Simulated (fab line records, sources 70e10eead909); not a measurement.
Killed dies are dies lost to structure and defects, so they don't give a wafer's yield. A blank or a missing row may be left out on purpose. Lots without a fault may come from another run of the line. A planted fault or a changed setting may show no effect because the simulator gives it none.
Which tool did it? | flow nand_harc | 24 lots, 72 wafers sampled, at 5 steps of a route of 1302

WHAT THE GAUGES READ, wafer by wafer
NHARC_P_M2_CD_MEAS_16.
lot  | measured     | on        | cd_nm (nm)
L075 | day 5 15:32  | cd_sem-02 | 170.3 169.9 169.3
L074 | day 5 16:28  | cd_sem-02 | 170.0 170.3 169.7
L076 | day 6 08:43  | cd_sem-01 | 169.6 169.4 169.5
L077 | day 6 10:09  | cd_sem-01 | 170.4 170.6 169.9
L078 | day 6 23:55  | cd_sem-03 | 170.6 169.1 170.9
L079 | day 7 19:07  | cd_sem-03 | 169.2 168.9 169.4
L080 | day 7 22:11  | cd_sem-02 | 169.2 169.3 169.6
L082 | day 8 14:55  | cd_sem-01 | 169.7 170.0 170.2
L081 | day 8 15:46  | cd_sem-02 | 170.5 169.7 169.4
L084 | day 9 09:05  | cd_sem-02 | 170.9 170.4 170.9
L083 | day 9 10:24  | cd_sem-02 | 169.9 169.4 169.2
L085 | day 10 02:04 | cd_sem-02 | 169.9 170.3 169.8
L086 | day 10 05:52 | cd_sem-03 | 170.2 170.2 169.7
L087 | day 10 17:29 | cd_sem-02 | 169.8 169.0 169.7
L088 | day 11 11:28 | cd_sem-03 | 169.8 171.1 170.1
L089 | day 11 13:39 | cd_sem-01 | 169.4 169.7 169.7
L090 | day 12 01:44 | cd_sem-02 | 169.6 170.3 169.6
L091 | day 12 13:56 | cd_sem-02 | 169.6 169.8 169.4
L092 | day 13 01:21 | cd_sem-03 | 169.5 170.2 169.2
L093 | day 13 06:38 | cd_sem-03 | 169.7 170.9 169.1
L094 | day 13 21:25 | cd_sem-01 | 170.1 169.4 170.2
L095 | day 14 01:47 | cd_sem-02 | 170.4 170.3 170.0
L096 | day 14 14:26 | cd_sem-03 | 170.7 169.5 170.9
L097 | day 14 20:27 | cd_sem-01 | 170.2 169.8 171.0

WHICH TOOL RAN EACH LOT (tool, then ch and the chambers of the sampled wafers, then the start)
lot  | NHARC_P_GATE_DESCUM_93             | NHARC_P_CONTACT_ALD_22              | NHARC_P_M0_ETCH_34                 | NHARC_P_M0_DEGAS_28
L075 | rie_diel-06 ch 0,1,3, day 4 21:49  | ald_metal-02 ch 0,1,2, day 5 04:34  | rie_diel-07 ch 0,1,2, day 5 07:02  | pvd_sputter-01, day 5 07:52
L074 | rie_diel-12 ch 0,3, day 4 22:37    | ald_metal-01 ch 1,2, day 5 05:34    | rie_diel-07 ch 1,3, day 5 08:00    | pvd_sputter-03, day 5 08:50
L076 | rie_diel-10 ch 0,1,2, day 5 14:34  | ald_metal-02 ch 1,2,3, day 5 21:43  | rie_diel-05 ch 0,2,3, day 6 00:08  | pvd_sputter-02, day 6 01:00
L077 | rie_diel-10 ch 1,2,3, day 5 16:34  | ald_metal-02 ch 0,2,3, day 5 23:17  | rie_diel-07 ch 0,1, day 6 01:41    | pvd_sputter-02, day 6 02:32
L078 | rie_diel-12 ch 0,2,3, day 6 06:09  | ald_metal-02 ch 2,3, day 6 12:49    | rie_diel-05 ch 0,2,3, day 6 15:06  | pvd_sputter-02, day 6 15:58
L079 | rie_diel-06 ch 2,3, day 7 01:38    | ald_metal-02 ch 1,3, day 7 08:30    | rie_diel-07 ch 1,3, day 7 10:56    | pvd_sputter-01, day 7 11:46
L080 | rie_diel-12 ch 2,3, day 7 04:38    | ald_metal-02 ch 1,2, day 7 11:23    | rie_diel-07 ch 2,3, day 7 13:49    | pvd_sputter-02, day 7 14:40
L082 | rie_diel-10 ch 0,2,3, day 7 21:40  | ald_metal-01 ch 1,2,3, day 8 04:08  | rie_diel-07 ch 0,2,3, day 8 06:34  | pvd_sputter-01, day 8 07:23
L081 | rie_diel-12 ch 0,1, day 7 21:50    | ald_metal-02 ch 0,1,2, day 8 05:02  | rie_diel-05 ch 0,3, day 8 07:27    | pvd_sputter-02, day 8 08:17
L084 | rie_diel-12 ch 1,2,3, day 8 15:19  | ald_metal-01 ch 0,2,3, day 8 22:10  | rie_diel-07 ch 1,2,3, day 9 00:26  | pvd_sputter-01, day 9 01:25
L083 | rie_diel-12 ch 0,3, day 8 15:53    | ald_metal-02 ch 1,3, day 8 22:29    | rie_diel-05 ch 0,1,3, day 9 01:09  | pvd_sputter-03, day 9 03:03
L085 | rie_diel-06 ch 0,2,3, day 9 07:27  | ald_metal-01 ch 1,2,3, day 9 14:25  | rie_diel-07 ch 0,1, day 9 17:22    | pvd_sputter-03, day 9 18:11
L086 | rie_diel-12 ch 1,2,3, day 9 12:20  | ald_metal-01 ch 0,1,3, day 9 19:00  | rie_diel-03 ch 0,1,3, day 9 21:28  | pvd_sputter-03, day 9 22:20
L087 | rie_diel-10 ch 0,1,2, day 9 23:55  | ald_metal-04 ch 0,2, day 10 06:28   | rie_diel-07 ch 0,3, day 10 09:02   | pvd_sputter-01, day 10 09:55
L088 | rie_diel-10 ch 0,1,3, day 10 18:10 | ald_metal-02 ch 1,2,3, day 11 00:44 | rie_diel-03 ch 0,1,3, day 11 03:08 | pvd_sputter-02, day 11 03:58
L089 | rie_diel-10 ch 0,2,3, day 10 20:25 | ald_metal-01 ch 0,1, day 11 02:47   | rie_diel-07 ch 1,2,3, day 11 05:13 | pvd_sputter-02, day 11 06:10
L090 | rie_diel-10 ch 0,1,3, day 11 07:58 | ald_metal-01 ch 1,3, day 11 14:34   | rie_diel-07 ch 0,1,2, day 11 17:06 | pvd_sputter-01, day 11 17:56
L091 | rie_diel-10 ch 0,3, day 11 20:24   | ald_metal-04 ch 1,2,3, day 12 03:04 | rie_diel-03 ch 0,2,3, day 12 05:31 | pvd_sputter-03, day 12 06:20
L092 | rie_diel-10 ch 0,2,3, day 12 08:07 | ald_metal-02 ch 0,3, day 12 14:44   | rie_diel-05 ch 0,1,2, day 12 17:03 | pvd_sputter-03, day 12 17:54
L093 | rie_diel-06 ch 0,1,2, day 12 13:14 | ald_metal-04 ch 0,2,3, day 12 19:43 | rie_diel-05 ch 0,2,3, day 12 22:11 | pvd_sputter-03, day 12 23:04
L094 | rie_diel-12 ch 0,1, day 13 03:59   | ald_metal-01 ch 2,3, day 13 10:34   | rie_diel-05 ch 0,1,2, day 13 12:52 | pvd_sputter-02, day 13 13:43
L095 | rie_diel-12 ch 0,2,3, day 13 08:04 | ald_metal-04 ch 0,3, day 13 14:35   | rie_diel-03 ch 0,1,3, day 13 17:13 | pvd_sputter-01, day 13 18:07
L096 | rie_diel-12 ch 0,1,3, day 13 20:11 | ald_metal-04 ch 1,2,3, day 14 03:13 | rie_diel-07 ch 0,2,3, day 14 05:39 | pvd_sputter-01, day 14 06:29
L097 | rie_diel-12 ch 1,2, day 14 02:41   | ald_metal-04 ch 1,3, day 14 09:14   | rie_diel-07 ch 1,2, day 14 11:38   | pvd_sputter-01, day 14 12:39
- NHARC_P_GATE_DESCUM_93: chemistry O2, time 3 s.
- NHARC_P_CONTACT_ALD_22: deposits TiN, target thk 3 nm, pulse time 1 s, ald cycles 150.
- NHARC_P_M0_ETCH_34: etches the open film in N2/H2, target depth 40 nm, overetch 12 nm, time 43.94 s.
- NHARC_P_M0_DEGAS_28: time 60 s.

WHAT THE TOOLS THEMSELVES READ (means of the sampled wafers that have a number; where no wafer has one, the mark that the record gives instead)
NHARC_P_GATE_DESCUM_93.
lot  | tool        | drypump_motor_current_A (A) | oes_product_au (a.u.) | rf_vpp_V (V) | showerhead_plenum_p_Torr (Torr) | throttle_valve_pct (%)
L075 | rie_diel-06 | 5.6                         | 0.999                 | 58.0         | 1.96                            | 11.305
L074 | rie_diel-12 | 6.4                         | 1.002                 | 58.3         | 1.92                            | 11.315
L076 | rie_diel-10 | 5.7                         | 0.995                 | 57.7         | 1.92                            | 11.301
L077 | rie_diel-10 | 5.6                         | 0.998                 | 58.1         | 1.93                            | 11.313
L078 | rie_diel-12 | 6.2                         | 1.004                 | 58.3         | 1.92                            | 11.306
L079 | rie_diel-06 | 5.9                         | 1.005                 | 57.9         | 1.99                            | 11.311
L080 | rie_diel-12 | 6.1                         | 0.995                 | 58.0         | 1.95                            | 11.305
L082 | rie_diel-10 | 6.0                         | 1.002                 | 57.8         | 1.97                            | 11.315
L081 | rie_diel-12 | 6.3                         | 1.006                 | 57.3         | 1.87                            | 11.309
L084 | rie_diel-12 | 5.9                         | 0.999                 | 57.6         | 1.92                            | 11.320
L083 | rie_diel-12 | 6.4                         | 1.006                 | 57.4         | 1.92                            | 11.311
L085 | rie_diel-06 | 5.9                         | 0.993                 | 58.6         | 1.98                            | 11.312
L086 | rie_diel-12 | 5.9                         | 0.997                 | 57.5         | 1.92                            | 11.308
L087 | rie_diel-10 | 5.7                         | 1.003                 | 57.8         | 1.92                            | 11.310
L088 | rie_diel-10 | 5.6                         | 1.011                 | 57.3         | 1.99                            | 11.314
L089 | rie_diel-10 | 6.0                         | 1.004                 | 58.0         | 1.97                            | 11.305
L090 | rie_diel-10 | 5.6                         | 1.006                 | 57.6         | 1.99                            | 11.316
L091 | rie_diel-10 | 5.9                         | 1.005                 | 59.1         | 2.04                            | 11.306
L092 | rie_diel-10 | 6.0                         | 1.005                 | 57.3         | 1.97                            | 11.306
L093 | rie_diel-06 | 5.9                         | 0.998                 | 57.5         | 1.98                            | 11.313
L094 | rie_diel-12 | 6.0                         | 1.004                 | 57.7         | 1.86                            | 11.302
L095 | rie_diel-12 | 6.2                         | 0.994                 | 57.3         | 1.92                            | 11.316
L096 | rie_diel-12 | 6.2                         | 0.997                 | 57.9         | 1.89                            | 11.310
L097 | rie_diel-12 | 5.7                         | 1.006                 | 57.6         | 1.89                            | 11.306

NHARC_P_CONTACT_ALD_22.
lot  | tool         | heater_power_w (W) | precursor_pulse_height_rel
L075 | ald_metal-02 | 1068               | 1.002
L074 | ald_metal-01 | 996                | 0.983
L076 | ald_metal-02 | 1100               | 0.996
L077 | ald_metal-02 | 1049               | 1.005
L078 | ald_metal-02 | 1107               | 0.988
L079 | ald_metal-02 | 1085               | 1.007
L080 | ald_metal-02 | 1139               | 0.986
L082 | ald_metal-01 | 1001               | 0.998
L081 | ald_metal-02 | 1073               | 1.009
L084 | ald_metal-01 | 1107               | 1.022
L083 | ald_metal-02 | 1087               | 1.016
L085 | ald_metal-01 | 1007               | 0.999
L086 | ald_metal-01 | 1130               | 1.004
L087 | ald_metal-04 | 1111               | 0.977
L088 | ald_metal-02 | 1097               | 0.989
L089 | ald_metal-01 | 1218               | 0.992
L090 | ald_metal-01 | 1050               | 1.009
L091 | ald_metal-04 | 1105               | 0.991
L092 | ald_metal-02 | 977                | 0.992
L093 | ald_metal-04 | 1087               | 1.012
L094 | ald_metal-01 | 1001               | 0.993
L095 | ald_metal-04 | 1039               | 1.002
L096 | ald_metal-04 | 1085               | 1.017
L097 | ald_metal-04 | 1007               | 1.019

NHARC_P_M0_ETCH_34.
lot  | tool        | drypump_motor_current_A (A) | oes_product_au (a.u.) | rf_vpp_V (V) | showerhead_plenum_p_Torr (Torr) | throttle_valve_pct (%)
L075 | rie_diel-07 | 5.9                         | 0.999                 | 429.0        | 1.99                            | 14.172
L074 | rie_diel-07 | 5.7                         | 0.996                 | 428.5        | 1.97                            | 14.167
L076 | rie_diel-05 | 5.9                         | 0.994                 | 430.0        | 2.02                            | 14.176
L077 | rie_diel-07 | 5.9                         | 0.992                 | 427.9        | 1.95                            | 14.170
L078 | rie_diel-05 | 5.9                         | 1.007                 | 430.3        | 2.01                            | 14.177
L079 | rie_diel-07 | 5.7                         | 0.998                 | 427.5        | 1.96                            | 14.173
L080 | rie_diel-07 | 5.7                         | 0.999                 | 428.1        | 1.95                            | 14.180
L082 | rie_diel-07 | 5.8                         | 0.995                 | 428.0        | 1.94                            | 14.166
L081 | rie_diel-05 | 5.6                         | 1.008                 | 432.1        | 2.10                            | 14.172
L084 | rie_diel-07 | 5.8                         | 1.002                 | 428.5        | 1.99                            | 14.169
L083 | rie_diel-05 | 5.6                         | 1.005                 | 431.9        | 2.07                            | 14.183
L085 | rie_diel-07 | 5.9                         | 0.999                 | 427.3        | 1.94                            | 14.174
L086 | rie_diel-03 | 5.7                         | 1.004                 | 428.5        | 1.94                            | 14.168
L087 | rie_diel-07 | 5.6                         | 0.997                 | 426.2        | 1.90                            | 14.170
L088 | rie_diel-03 | 5.7                         | 1.002                 | 427.6        | 1.94                            | 14.169
L089 | rie_diel-07 | 5.8                         | 1.003                 | 429.6        | 1.99                            | 14.170
L090 | rie_diel-07 | 5.9                         | 1.000                 | 428.2        | 1.98                            | 14.171
L091 | rie_diel-03 | 5.4                         | 1.001                 | 430.1        | 2.02                            | 14.164
L092 | rie_diel-05 | 5.9                         | 1.004                 | 428.3        | 1.97                            | 14.172
L093 | rie_diel-05 | 5.9                         | 1.001                 | 428.9        | 2.00                            | 14.162
L094 | rie_diel-05 | 5.9                         | 1.005                 | 428.5        | 1.96                            | 14.166
L095 | rie_diel-03 | 5.7                         | 1.001                 | 427.7        | 1.94                            | 14.169
L096 | rie_diel-07 | 5.8                         | 0.994                 | 428.5        | 1.93                            | 14.174
L097 | rie_diel-07 | 6.0                         | 1.002                 | 431.1        | 2.02                            | 14.174

NHARC_P_M0_DEGAS_28.
lot  | tool           | heater_power_w (W)
L075 | pvd_sputter-01 | 343
L074 | pvd_sputter-03 | 328
L076 | pvd_sputter-02 | 294
L077 | pvd_sputter-02 | 331
L078 | pvd_sputter-02 | 302
L079 | pvd_sputter-01 | 328
L080 | pvd_sputter-02 | 318
L082 | pvd_sputter-01 | 332
L081 | pvd_sputter-02 | 316
L084 | pvd_sputter-01 | 337
L083 | pvd_sputter-03 | 298
L085 | pvd_sputter-03 | 362
L086 | pvd_sputter-03 | 324
L087 | pvd_sputter-01 | 307
L088 | pvd_sputter-02 | 329
L089 | pvd_sputter-02 | 327
L090 | pvd_sputter-01 | 319
L091 | pvd_sputter-03 | 356
L092 | pvd_sputter-03 | 349
L093 | pvd_sputter-03 | 355
L094 | pvd_sputter-02 | 304
L095 | pvd_sputter-01 | 338
L096 | pvd_sputter-01 | 324
L097 | pvd_sputter-01 | 294

THE ANSWER, worked out from the rows above alone
Rule: what is usual is taken from the lots themselves. Put in order of their means at a reading, lots are off if they are a third of the lots or fewer, leave a main group of 4 or more, and stand apart from it by a gap of 3 or more times the standard deviation of the main group's means; of several such gaps the widest counts. A main group whose means are all the same, to the digits that the tables above print for the reading, isn't used. A lot without any number at a reading at which 4 lots or more have one is off too. The other lots that the step has rows for count as sound. The gauges are gone through in route order, then the tools' own readings, and for those a lot's mean is taken as printed above. The first step at which some lot is off is used, and at that step the reading that is off furthest; a lot without a number counts as furthest.
No lot is off at any reading shown: from this, nothing can be told.

WHAT THE SIMULATOR HAD PUT IN
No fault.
